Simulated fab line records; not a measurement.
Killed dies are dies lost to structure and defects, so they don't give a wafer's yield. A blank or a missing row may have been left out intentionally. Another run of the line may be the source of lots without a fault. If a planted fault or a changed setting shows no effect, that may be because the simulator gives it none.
fab line records	flow n5-finfet
[record] lots = 11	wafers = 31	last-day = 17
route steps=1938 shown BEOL_M13@1671 PASSIVATION@1936
lots that met no fault: taken from a fault-free run of the same line
start-h: start of the lot's first displayed wafer, in hours after the record's first day	wait-h: hours elapsed since this lot's preceding step	" repeats the value in the row above	L1.1+2: a single row standing in for several wafers	- no value, or no start given	* or withheld: withheld	< > ~ a bound
route shown NAME@n: a module of which the file shows steps, and the number in the route of the first	usual: mean/standard deviation of fault-free wafers	same: alike in all rows	chamber/n: place in a boat	sites: per-site readings	_std_site: the values' standard deviation	_edge_site: inner sites' mean taken away from outer sites' mean	radius-mm: for every site, how far away it sits from the centre of the wafer	mask NAME#n: copy n	behind: the last tool/chamber to shape the wafer	hold: cause of the lot's hold/its duration in hours/its outcome	device: transistor that didn't switch, given as n, p or np	end of line: tests of these same wafers at the route's end	for a step that has no rows: nothing shown but its recipe	killed: the dies lost at the first sort to structure and to defects; this is not the yield of the wafer	map: the dies of a wafer, with x for killed, . for not killed, _ for no die there
set.NAME: the setting as run; set.NAME@STEP: as run at that earlier step	model.NAME: the simulator's own value behind a step, which no gauge read
steps of the route over a sample of lots; a table a step, a row a wafer
services: a tool's chamber out of use, with start hour (start-h, from the record's first day; less than 0 if before it), hours out, and reason
[[steps]]
[step N5_BEOL_M13_INSPECT_12]
[recipe] mode = adi	inspect-instrument = macro
[usual] raw-defect-count = 2.0/1.4
lot.wafer	tool	chamber	start-h	wait-h	raw-defect-count
L260.1	defect-inspect-02	-	261.50	0.0	2
L260.4	"	-	"	"	5
L260.5	"	-	"	"	1
L264.1	defect-inspect-01	-	272.41	0.0	1
L264.2	"	-	"	"	4
L264.6	"	-	"	"	2
L266.2	defect-inspect-02	-	288.21	0.0	3
L266.3	"	-	"	"	1
L266.5	"	-	"	"	1
L268.1	defect-inspect-01	-	301.99	0.0	3
L268.2	"	-	"	"	1
L268.3	"	-	"	"	1
L269.4	defect-inspect-01	-	304.78	0.0	0
L269.5	"	-	"	"	2
L269.6	"	-	"	"	2
L272.2	defect-inspect-02	-	330.40	0.0	1
L272.4	"	-	"	"	3
L272.5	"	-	"	"	4
L274.1	defect-inspect-02	-	340.25	0.0	1
L274.3	"	-	"	"	4
L274.4	"	-	"	"	5
L279.2	defect-inspect-02	-	352.62	0.0	3
L279.6	"	-	"	"	0
L278.1	defect-inspect-02	-	355.63	0.0	0
L278.4	"	-	"	"	1
L277.2	defect-inspect-01	-	360.49	0.0	1
L277.4	"	-	"	"	2
L277.5	"	-	"	"	3
L282.1	defect-inspect-01	-	381.83	0.0	1
L282.2	"	-	"	"	1
L282.5	"	-	"	"	1
[step N5_BEOL_M13_CD_MEAS_17]
[recipe] target-cd-nm = 190	polarity = opening
[usual] cd-nm = 189.8/2.2
lot.wafer	tool	chamber	start-h	wait-h	cd-nm
L260.1	cd-sem-02	-	262.23	0.0	185.8
L260.4	"	-	"	"	191.5
L260.5	"	-	"	"	185.7
L264.1	cd-sem-02	-	273.08	0.0	195.4
L264.2	"	-	"	"	192.7
L264.6	"	-	"	"	191.3
L266.2	cd-sem-02	-	288.78	0.0	190.3
L266.3	"	-	"	"	189.2
L266.5	"	-	"	"	185.4
L268.1	cd-sem-01	-	302.59	0.0	189.2
L268.2	"	-	"	"	190.0
L268.3	"	-	"	"	190.6
L269.4	cd-sem-03	-	305.34	0.0	191.8
L269.5	"	-	"	"	185.8
L269.6	"	-	"	"	190.9
L272.2	cd-sem-02	-	330.99	0.0	190.9
L272.4	"	-	"	"	193.9
L272.5	"	-	"	"	188.7
L274.1	cd-sem-02	-	340.81	0.0	190.0
L274.3	"	-	"	"	190.3
L274.4	"	-	"	"	188.5
L279.2	cd-sem-02	-	353.73	0.0	192.0
L279.6	"	-	"	"	192.1
L278.1	cd-sem-02	-	356.20	0.0	192.6
L278.4	"	-	"	"	192.7
L277.2	cd-sem-02	-	361.06	0.0	189.2
L277.4	"	-	"	"	189.0
L277.5	"	-	"	"	191.9
L282.1	cd-sem-03	-	382.39	0.0	187.5
L282.2	"	-	"	"	185.3
L282.5	"	-	"	"	185.0
[step N5_BEOL_M13_ETCH_67]
[recipe] chemistry = CF4	target = SiARC	target-depth-a = 1430	time-s = 238.3	ion-energy-ev = 80	pressure-mtorr = 40	source-w = 545	bias-w = 36	Ar_flow_sccm = 100	cf4-flow-sccm = 100	ends = cleared
[usual] bias-w = 35.98/0.1	drypump-motor-current-A = 5.7/0.31	etch-rf-on-time-s = 237/6.8	oes-product-au = 0.66/0.064	rf-vpp-V = 184.2/1.2	showerhead-plenum-p-Torr = 2.15/0.07	throttle-valve-pct = 15.68/0.22
lot.wafer	tool	chamber	start-h	wait-h	bias-w	drypump-motor-current-A	etch-rf-on-time-s	oes-product-au	rf-hours-counter-h	rf-vpp-V	showerhead-plenum-p-Torr	throttle-valve-pct
L260.1	rie-diel-03	3	263.33	0.0	35.89	5.9	235	0.59	241	183.3	2.13	15.96
L260.4	"	2	"	"	35.85	5.6	233	0.64	172	185.3	2.22	15.97
L260.5	"	3	"	"	36.06	5.9	234	0.59	-	184.6	2.13	15.94
L264.1	rie-diel-01	1	273.53	0.0	36.15	5.9	235	0.61	221	182.8	2.04	15.86
L264.2	"	3	"	"	36.11	5.7	245	0.64	167	182.9	2.06	15.84
L264.6	"	3	"	"	36.11	5.7	248	0.62	-	182.6	2.06	15.84
L266.2	rie-diel-01	1	289.25	0.0	27.83	5.9	253	0.58	226	154.5	2.04	15.89
L266.3	"	3	"	"	27.73	5.7	259	0.60	171	154.8	2.05	15.83
L266.5	"	2	"	"	27.73	6.4	246	0.59	-	155.5	2.21	15.72
L268.1	rie-diel-01	3	303.04	0.0	-	5.7	266	0.60	175	154.9	2.05	15.86
L268.2	"	0	"	"	-	5.8	270	0.65	88	155.5	2.18	15.46
L268.3	"	2	"	"	27.79	6.4	248	0.59	212	156.4	2.21	15.73
L269.4	rie-diel-01	1	305.88	0.0	27.58	5.9	253	0.58	230	154.8	2.04	15.90
L269.5	"	3	"	"	27.73	5.7	264	0.61	-	154.0	2.05	15.85
L269.6	"	0	"	"	-	5.8	271	0.65	-	156.9	2.18	15.49
L272.2	rie-diel-04	3	331.68	0.0	35.84	5.0	237	0.64	171	183.2	2.13	15.39
L272.4	"	1	"	"	36.06	5.7	226	0.72	111	182.5	2.07	15.44
L272.5	"	0	"	"	36.05	5.7	233	0.65	-	184.6	2.14	15.72
L274.1	rie-diel-04	2	341.39	0.0	36.11	6.0	232	0.84	4	186.2	2.28	15.38
L274.3	"	0	"	"	35.89	5.7	234	0.64	154	184.3	2.14	15.74
L274.4	"	1	"	"	36.04	5.7	223	0.72	114	183.0	2.07	15.44
L279.2	rie-diel-03	3	354.18	0.0	35.96	5.9	225	0.83	10	183.8	2.13	15.45
L279.6	"	0	"	"	35.76	5.7	238	0.69	-	185.6	2.24	15.82
L278.1	rie-diel-03	2	356.77	0.0	36.03	5.7	236	0.62	202	185.0	2.21	16.03
L278.4	"	3	"	"	35.81	5.9	228	0.81	-	182.2	2.12	15.48
L277.2	rie-diel-04	3	361.73	0.0	35.98	5.1	237	0.63	180	185.3	2.13	15.42
L277.4	"	0	"	"	35.91	5.7	238	0.64	158	183.5	2.14	15.72
L277.5	"	3	"	"	35.97	5.1	239	0.63	-	185.0	2.13	15.40
L282.1	rie-diel-03	2	382.97	0.0	35.93	5.6	235	0.62	211	184.2	2.21	16.07
L282.2	"	0	"	"	36.19	5.7	241	0.67	111	185.3	2.23	15.85
L282.5	"	2	"	"	35.78	5.7	235	0.61	-	186.0	2.21	16.05
[step N5_BEOL_M13_ETCH_38]
[recipe] chemistry = CF4/N2	target = SiCN	target-depth-a = 675	taper-deg = 2	time-s = 71.9	ion-energy-ev = 150	mask-material = SiO2	pressure-mtorr = 40	source-w = 430	bias-w = 70	Ar_flow_sccm = 100	cf4-flow-sccm = 60	n2-flow-sccm = 60
[usual] bias-w = 69.97/0.21	drypump-motor-current-A = 5.7/0.34	oes-product-au = 0.78/0.072	rf-vpp-V = 382.5/2	showerhead-plenum-p-Torr = 2.21/0.074	throttle-valve-pct = 15.45/0.21
lot.wafer	tool	chamber	start-h	wait-h	bias-w	drypump-motor-current-A	oes-product-au	rf-hours-counter-h	rf-vpp-V	showerhead-plenum-p-Torr	throttle-valve-pct
L260.1	rie-diel-04	2	267.32	-	69.65	6.1	0.69	240	378.4	2.09	15.64
L260.4	"	1	"	"	70.31	5.6	0.86	87	381.6	2.14	15.21
L260.5	"	1	"	"	69.97	5.6	0.87	-	380.0	2.14	15.19
L264.1	rie-diel-01	2	276.44	-	70.25	6.3	0.73	204	383.9	2.28	15.52
L264.2	"	3	"	"	69.93	5.7	0.72	168	378.9	2.11	15.66
L264.6	"	1	"	"	69.83	5.9	0.71	-	378.6	2.10	15.69
L266.2	rie-diel-01	2	290.86	-	70.25	6.3	0.72	209	384.1	2.28	15.53
L266.3	"	3	"	"	70.09	5.7	0.73	172	381.6	2.11	15.66
L266.5	"	0	"	"	69.75	5.8	0.79	-	383.3	2.24	15.27
L268.1	rie-diel-04	1	305.74	-	70.08	5.7	0.84	101	382.1	2.13	15.23
L268.2	"	3	"	"	69.77	5.0	0.75	160	381.1	2.20	15.21
L268.3	"	2	"	"	69.98	6.1	0.68	253	380.8	2.09	15.69
L269.4	rie-diel-04	0	308.81	-	70.00	5.7	0.76	-	381.9	2.20	15.49
L269.5	"	3	"	"	70.20	5.0	0.75	-	382.8	2.20	15.21
L269.6	"	1	"	"	70.00	5.7	0.84	-	380.0	2.13	15.25
L272.2	rie-diel-03	0	334.54	-	70.14	5.7	0.81	95	385.9	2.31	15.66
L272.4	"	2	"	"	69.74	5.6	0.74	197	384.3	2.29	15.90
L272.5	"	2	"	"	70.10	5.6	0.74	-	383.9	2.29	15.87
L274.1	rie-diel-01	2	345.07	-	70.17	6.3	0.71	223	382.8	2.27	15.59
L274.3	"	0	"	"	69.77	5.8	0.77	101	383.1	2.24	15.30
L274.4	"	3	"	"	69.89	5.7	0.72	188	382.0	2.11	15.69
L279.2	rie-diel-03	3	362.59	-	70.41	5.9	0.94	14	381.6	2.18	15.29
L279.6	"	2	"	"	69.98	5.6	0.71	-	385.2	2.28	15.91
L278.1	rie-diel-04	1	363.05	-	69.99	5.7	0.82	122	379.9	2.12	15.28
L278.4	"	3	"	"	69.89	5.0	0.73	181	383.2	2.20	15.25
L277.2	rie-diel-04	0	363.50	-	69.79	5.7	0.75	159	383.5	2.19	15.52
L277.4	"	2	"	"	69.94	6.0	0.95	13	385.8	2.35	15.22
L277.5	"	0	"	"	69.96	5.7	0.76	-	382.8	2.19	15.52
L282.1	rie-diel-01	3	385.82	-	70.12	5.7	0.71	199	379.5	2.10	15.72
L282.2	"	0	"	"	70.32	5.8	0.76	113	383.3	2.23	15.32
L282.5	"	3	"	"	69.80	5.7	0.70	-	381.1	2.10	15.70
[step N5_PASSIVATION_PROBE_49]
[usual] defect-limited-yield = 91.6/1.4	killed_at_M0_to_M3 = 32/9.5	killed_at_M4_up = 13/6	killed-at-contacts = 12/5.6	killed-at-front-end = 39/11	killed-at-other = 2.8/2.3	killed-dies = 99/16	killed-open = 65/12	killed-short = 32/7.6	sort_bin_4_leakage = 0.1/0.88	sort_bin_5_function = 4.8/0.88	sort_bin_6_memory = 3.2/0.65	sort-n-pass = 1077/29	sort-yield-pct = 91.2/2.5
[same] gross-dies = 1180	killed-at-back-side = 0	sort_bin_8_speed[%] = 0
lot.wafer	tool	chamber	start-h	wait-h	defect-limited-yield[%]	killed_at_M0_to_M3	killed_at_M4_up	killed-at-contacts	killed-at-front-end	killed-at-other	killed-dies	killed-open	killed-short	sort_bin_4_leakage[%]	sort_bin_5_function[%]	sort_bin_6_memory[%]	sort-n-pass	sort-yield-pct[%]
L264.1	prober-02	-	311.71	0.0	93.0	28	9	19	22	5	83	55	27	0	4.2	2.7	1097	93.0
L264.2	prober-02	-	311.76	0.1	91.5	34	10	12	43	1	100	70	29	0	5.5	2.8	1080	91.5
L264.6	prober-02	-	311.96	0.3	90.2	21	19	18	54	4	116	76	40	0	6.2	3.0	1064	90.2
L266.2	prober-02	-	322.64	0.1	91.2	53	11	11	29	0	104	63	41	0	4.9	3.6	1076	91.2
L266.3	prober-02	-	322.69	0.1	91.2	34	11	7	50	2	104	70	32	0	4.7	4.0	1076	91.2
L266.5	prober-02	-	322.79	0.2	91.9	33	8	12	40	3	96	66	30	0	4.7	3.1	1084	91.9
L269.4	prober-01	-	335.43	0.2	89.4	36	20	12	54	3	125	72	52	0	6.8	3.2	1055	89.4
L269.5	prober-01	-	335.48	0.2	91.9	36	15	18	23	3	95	62	31	0	5.1	2.6	1085	91.9
L269.6	prober-01	-	335.53	0.3	87.7	37	26	13	56	13	145	83	48	0	6.2	4.5	1035	87.7
L274.1	prober-01	-	375.42	0.6	90.9	23	12	23	47	2	107	75	30	0	5.2	3.7	1073	90.9
L274.3	prober-01	-	375.52	0.7	91.1	32	7	7	54	5	105	59	39	0	4.4	4.2	1075	91.1
L274.4	prober-01	-	375.57	0.7	91.6	44	6	16	29	4	99	63	34	0	5.0	3.1	1081	91.6
L279.2	prober-02	-	391.37	0.1	92.7	21	10	13	37	5	86	54	24	0.6	4.5	2.0	1087	92.1
L279.6	prober-02	-	391.57	0.3	91.1	34	18	18	31	4	105	67	38	0.3	5.0	3.7	1071	90.8
L277.2	prober-02	-	397.35	0.7	92.5	37	7	17	25	2	88	59	29	0	4.4	2.8	1092	92.5
L277.4	prober-02	-	397.45	0.8	90.1	33	20	5	59	0	117	65	42	0	5.2	3.1	1063	90.1
L277.5	prober-02	-	397.50	0.8	90.4	45	6	12	49	1	113	68	38	0	5.9	2.9	1067	90.4
L282.1	prober-01	-	418.94	0.0	94.3	24	8	15	19	1	67	46	20	0	3.4	2.3	1113	94.3
L282.2	prober-01	-	418.99	0.1	92.7	25	14	12	33	2	86	57	26	0	3.4	3.0	1094	92.7
L282.5	prober-01	-	419.14	0.2	91.4	23	23	24	31	0	101	63	37	0	5.5	2.8	1079	91.4
// killed by level:class
L264.1 MOL_CONTACT_COAG:geometric-particle:open=12 MOL_CONTACT_COAG:geometric-particle:short=7 BEOL_M0_SAQP:geometric-particle:short=7 STI_FIN_REVEAL:geometric-particle:open=5 DUMMY_GATE:geometric-particle:open=5 BEOL_M1:geometric-particle:open=5 BEOL_M2:geometric-particle:open=5 BEOL_M3:geometric-particle:open=5
L264.2 MOL_CONTACT_COAG:geometric-particle:open=11 BEOL_M2:geometric-particle:open=9 FIN_SAQP:geometric-particle:open=8 STI_FIN_REVEAL:geometric-particle:open=8 BEOL_M0_SAQP:geometric-particle:short=7 DUMMY_GATE:geometric-particle:open=7 BEOL_M0:geometric-particle:open=5 BEOL_M4:geometric-particle:open=5
L264.6 FIN_SAQP:geometric-particle:open=20 MOL_CONTACT_COAG:geometric-particle:open=12 FIN_SAQP:geometric-particle:short=8 GATE_CUT:geometric-particle:short=7 MOL_CONTACT_COAG:geometric-particle:short=6 BEOL_M7:geometric-particle:open=6 BEOL_M0_SAQP:geometric-particle:short=5 BEOL_M1:geometric-particle:open=4
L266.2 BEOL_M1:geometric-particle:open=13 BEOL_M2:geometric-particle:open=12 MOL_CONTACT_COAG:geometric-particle:open=9 BEOL_M0_SAQP:geometric-particle:short=8 BEOL_M3:geometric-particle:short=7 FIN_SAQP:geometric-particle:short=6 ILD0:geometric-particle:short=6 BEOL_M0_SAQP:geometric-particle:open=6
L266.3 STI_FIN_REVEAL:geometric-particle:open=14 FIN_SAQP:geometric-particle:open=10 FIN_SAQP:geometric-particle:short=9 BEOL_M3:geometric-particle:open=8 BEOL_M0_SAQP:geometric-particle:short=7 BEOL_M2:geometric-particle:open=6 BEOL_M1:geometric-particle:open=5 DUMMY_GATE:geometric-particle:open=5
L266.5 STI_FIN_REVEAL:geometric-particle:open=11 BEOL_M3:geometric-particle:open=11 MOL_CONTACT_COAG:geometric-particle:open=9 FIN_SAQP:geometric-particle:open=5 BEOL_M2:geometric-particle:open=5 BEOL_M0_SAQP:geometric-particle:open=4 FIN_SAQP:geometric-particle:short=3 FIN_CUT:geometric-particle:short=3
L269.4 BEOL_M0_SAQP:geometric-particle:short=18 FIN_SAQP:geometric-particle:open=12 BEOL_M0_SAQP:geometric-particle:open=12 BEOL_M4:geometric-particle:open=11 FIN_SAQP:geometric-particle:short=10 MOL_CONTACT_COAG:geometric-particle:open=10 GATE_CUT:geometric-particle:short=6 STI_FIN_REVEAL:geometric-particle:open=5
L269.5 MOL_CONTACT_COAG:geometric-particle:open=16 BEOL_M0_SAQP:geometric-particle:open=14 BEOL_M0_SAQP:geometric-particle:short=13 FIN_SAQP:geometric-particle:short=6 STI_FIN_REVEAL:geometric-particle:open=5 BEOL_M4:geometric-particle:open=5 FIN_SAQP:geometric-particle:open=4 BEOL_M4:geometric-particle:short=4
L269.6 BEOL_M4:geometric-particle:open=14 BEOL_M0_SAQP:geometric-particle:open=13 BEOL_M0_SAQP:geometric-particle:short=12 FIN_SAQP:geometric-particle:open=11 MOL_CONTACT_COAG:geometric-particle:open=10 HKMG_FIN:area-etch=10 FIN_SAQP:geometric-particle:short=9 BEOL_M1:geometric-particle:open=6
L274.1 MOL_CONTACT_COAG:geometric-particle:open=23 FIN_SAQP:geometric-particle:open=15 FIN_SAQP:geometric-particle:short=8 BEOL_M1:geometric-particle:open=7 STI_FIN_REVEAL:geometric-particle:open=6 DUMMY_GATE:geometric-particle:open=5 BEOL_M0_SAQP:geometric-particle:open=5 BEOL_M4:geometric-particle:short=5
L274.3 GATE_CUT:geometric-particle:short=12 BEOL_M0_SAQP:geometric-particle:open=11 FIN_SAQP:geometric-particle:open=9 FIN_SAQP:geometric-particle:short=9 STI_FIN_REVEAL:geometric-particle:open=8 BEOL_M0_SAQP:geometric-particle:short=8 MOL_CONTACT_COAG:geometric-particle:open=6 BEOL_M1:geometric-particle:open=5
L274.4 BEOL_M0_SAQP:geometric-particle:short=15 BEOL_M0_SAQP:geometric-particle:open=12 MOL_CONTACT_COAG:geometric-particle:open=11 FIN_SAQP:geometric-particle:open=8 STI_FIN_REVEAL:geometric-particle:open=6 FIN_SAQP:geometric-particle:short=5 MOL_CONTACT_COAG:geometric-particle:short=5 BEOL_M3:geometric-particle:open=5
L279.2 MOL_CONTACT_COAG:geometric-particle:open=12 HKMG_FIN:area-etch=8 BEOL_M3:geometric-particle:open=6 FIN_SAQP:geometric-particle:open=5 STI_FIN_REVEAL:geometric-particle:open=4 DUMMY_GATE:geometric-particle:open=4 BEOL_M1:geometric-particle:open=4 BEOL_M1:geometric-particle:short=4
L279.6 STI_FIN_REVEAL:geometric-particle:open=15 MOL_CONTACT_COAG:geometric-particle:open=13 BEOL_M0_SAQP:geometric-particle:open=9 BEOL_M1:geometric-particle:open=7 BEOL_M0_SAQP:geometric-particle:short=6 BEOL_M4:geometric-particle:open=6 MOL_CONTACT_COAG:geometric-particle:short=5 BEOL_M1:geometric-particle:short=5
L277.2 MOL_CONTACT_COAG:geometric-particle:open=13 BEOL_M0_SAQP:geometric-particle:open=10 BEOL_M0_SAQP:geometric-particle:short=9 STI_FIN_REVEAL:geometric-particle:open=8 BEOL_M2:geometric-particle:open=7 MOL_CONTACT_COAG:geometric-particle:short=4 BEOL_M1:geometric-particle:open=4 GATE_CUT:geometric-particle:open=3
L277.4 FIN_SAQP:geometric-particle:open=16 FIN_SAQP:geometric-particle:short=11 BEOL_M0_SAQP:geometric-particle:short=9 HKMG_FIN:area-etch=9 BEOL_M0_SAQP:geometric-particle:open=8 STI_FIN_REVEAL:geometric-particle:open=6 BEOL_M1:geometric-particle:open=5 BEOL_M2:geometric-particle:open=5
L277.5 FIN_SAQP:geometric-particle:open=12 BEOL_M0_SAQP:geometric-particle:open=12 BEOL_M0_SAQP:geometric-particle:short=12 BEOL_M1:geometric-particle:open=11 MOL_CONTACT_COAG:geometric-particle:open=10 FIN_SAQP:geometric-particle:short=9 HKMG_FIN:area-etch=7 BEOL_M2:geometric-particle:open=5
L282.1 MOL_CONTACT_COAG:geometric-particle:open=13 BEOL_M1:geometric-particle:open=7 BEOL_M3:geometric-particle:short=5 BEOL_M4:geometric-particle:open=4 FIN_SAQP:geometric-particle:open=3 STI_FIN_REVEAL:geometric-particle:open=3 GATE_CUT:geometric-particle:open=3 GATE_CUT:geometric-particle:short=3
L282.2 MOL_CONTACT_COAG:geometric-particle:open=9 DUMMY_GATE:geometric-particle:open=7 BEOL_M3:geometric-particle:open=7 BEOL_M4:geometric-particle:open=7 GATE_CUT:geometric-particle:short=5 BEOL_M0_SAQP:geometric-particle:open=5 BEOL_M2:geometric-particle:open=5 STARTING-WAFER:geometric-particle:short=4
L282.5 MOL_CONTACT_COAG:geometric-particle:open=18 FIN_SAQP:geometric-particle:short=10 BEOL_M4:geometric-particle:open=8 BEOL_M5:geometric-particle:open=7 MOL_CONTACT_COAG:geometric-particle:short=6 BEOL_M0_SAQP:geometric-particle:open=6 DUMMY_GATE:geometric-particle:open=5 BEOL_M0_SAQP:geometric-particle:short=5
[[services]]
tool	chamber	start-h	hours	kind
rie-diel-03	-	262.64	0.5	repair
rie-diel-04	0	289.58	7.4	repair
rie-diel-03	3	292.15	-	clean
rie-diel-03	3	292.15	-	consumable-replace:focus-ring
rie-diel-03	3	292.15	28.0	scheduled-down
rie-diel-03	3	292.15	28.0	vent-cycle
rie-diel-04	2	306.17	5.3	repair
rie-diel-04	2	311.66	-	clean
rie-diel-04	2	311.66	-	consumable-replace:focus-ring
rie-diel-04	2	311.66	-	consumable-replace:showerhead
rie-diel-04	2	311.66	12.8	scheduled-down
rie-diel-04	2	311.66	12.8	vent-cycle
rie-diel-03	2	342.53	6.8	repair
rie-diel-04	0	344.79	4.5	repair
rie-diel-01	3	352.67	2.8	repair
rie-diel-01	1	374.97	-	clean
rie-diel-01	1	374.97	-	consumable-replace:focus-ring
rie-diel-01	1	374.97	-	consumable-replace:showerhead
rie-diel-01	1	374.97	30.8	scheduled-down
rie-diel-01	1	374.97	30.8	vent-cycle
[[key]]
[first-sign] step = N5_BEOL_M13_ETCH_67	reading = bias-w	direction = down	sigmas = 80	usual = *	struck = *
[effect] step = N5_BEOL_M13_ETCH_67	reading = rf-vpp-V	direction = down	sigmas = 25	usual = 184.2	struck = 155.3
met-at N5_BEOL_M13_ETCH_67
struck-lots L266,L268,L269
[baseline-loss] step = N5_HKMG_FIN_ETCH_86	wafers = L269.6
not-acting-at N5_BEOL_M13_INSPECT_12,N5_BEOL_M13_CD_MEAS_17,N5_BEOL_M13_ETCH_38
onset-between 273.53 289.25
[fault] kind = process-parameter-drift	tool = rie-diel-01	chamber = -	onset-h = 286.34	steps = N5_BEOL_M13_ETCH_67	channel = bias-w	offset = *	shape = step	end-h = 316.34	acts-in = *	stated = *
// baseline-loss: these wafers lose ten dies or more at that step, a loss of the line's own and not of a fault; the sort's usual values leave them out
